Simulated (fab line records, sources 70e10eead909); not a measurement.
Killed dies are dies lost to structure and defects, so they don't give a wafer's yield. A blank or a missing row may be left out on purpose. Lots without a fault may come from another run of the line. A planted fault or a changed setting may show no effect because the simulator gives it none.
Chamber matching | flow nand_harc | NHARC_P_GATE_DESCUM_93 on rie_diel-05: 3 sister chambers
The step chemistry O2, time 3 s. 14 wafers are shown with their chamber, then 7 later ones without.

WAFERS WITH THEIR CHAMBER
wafer  | chamber | showerhead_plenum_p_Torr (Torr) | rf_vpp_V (V) | oes_product_au (a.u.)
L231.2 | 2       | 1.98                            | 58.5         | 1.001
L231.3 | 3       | 2.04                            | 59.2         | 0.996
L231.4 | 2       | 1.98                            | 57.3         | 1.011
L232.2 | 2       | 1.98                            | 57.4         | 1.000
L232.3 | 1       | 2.03                            | 58.8         | 1.010
L232.4 | 2       | 1.98                            | 58.8         | 0.999
L233.1 | 1       | 2.03                            | 57.6         | 1.009
L233.2 | 3       | 2.04                            | 58.1         | 0.993
L233.4 | 2       | 1.98                            | 58.3         | 1.009
L237.1 | 1       | 2.03                            | 57.0         | 0.995
L237.3 | 3       | 2.03                            | 59.8         | 1.003
L237.6 | 2       | 1.98                            | 59.1         | 0.999
L244.1 | 2       | 1.98                            | 58.1         | 1.008
L244.2 | 1       | 2.03                            | 57.8         | 0.994

SIGNATURES (means of the wafers above)
reading                  | chamber 1 | chamber 2 | chamber 3 | scatter within a chamber
showerhead_plenum_p_Torr | 2.0300    | 1.9800    | 2.0367    | 0.00246
rf_vpp_V                 | 57.800    | 58.214    | 59.033    | 0.732
oes_product_au           | 1.00200   | 1.00386   | 0.99733   | 0.00635
Rule: a wafer's distance from a chamber is the root of the sum, over the readings, of the square of ((its reading less the chamber's mean) divided by the reading's scatter). The wafer belongs to the nearest chamber; if the next one is less than 2 further off, it can't be placed. The scatter: the root of (the sum of the squares of (reading less its chamber's mean) over the shown wafers, divided by (wafers less chambers)).

WAFERS WITHOUT THEIR CHAMBER
wafer  | showerhead_plenum_p_Torr (Torr) | rf_vpp_V (V) | oes_product_au (a.u.)
L244.6 | 2.03                            | 56.7         | 0.997
L243.3 | 2.03                            | 57.1         | 0.995
L243.4 | 2.03                            | 58.6         | 0.991
L243.5 | 2.03                            | 57.1         | 1.004
L249.1 | 2.03                            | 58.9         | 1.009
L249.3 | 2.03                            | 58.4         | 0.998
L249.4 | 1.98                            | 59.0         | 0.993

WHICH CHAMBER EACH WENT THROUGH
wafer  | from the rows above     | in truth
L244.6 | 1                       | 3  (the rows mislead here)
L243.3 | 1                       | 1
L243.4 | can't be placed: 1 or 3 | 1
L243.5 | 1                       | 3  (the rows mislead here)
L249.1 | can't be placed: 1 or 3 | 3
L249.3 | can't be placed: 1 or 3 | 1
L249.4 | 2                       | 2
Placed correctly: 2 of 7. Can't be placed from these rows: 3 (the true chamber is among the candidates in 3). Placed wrongly: 2.
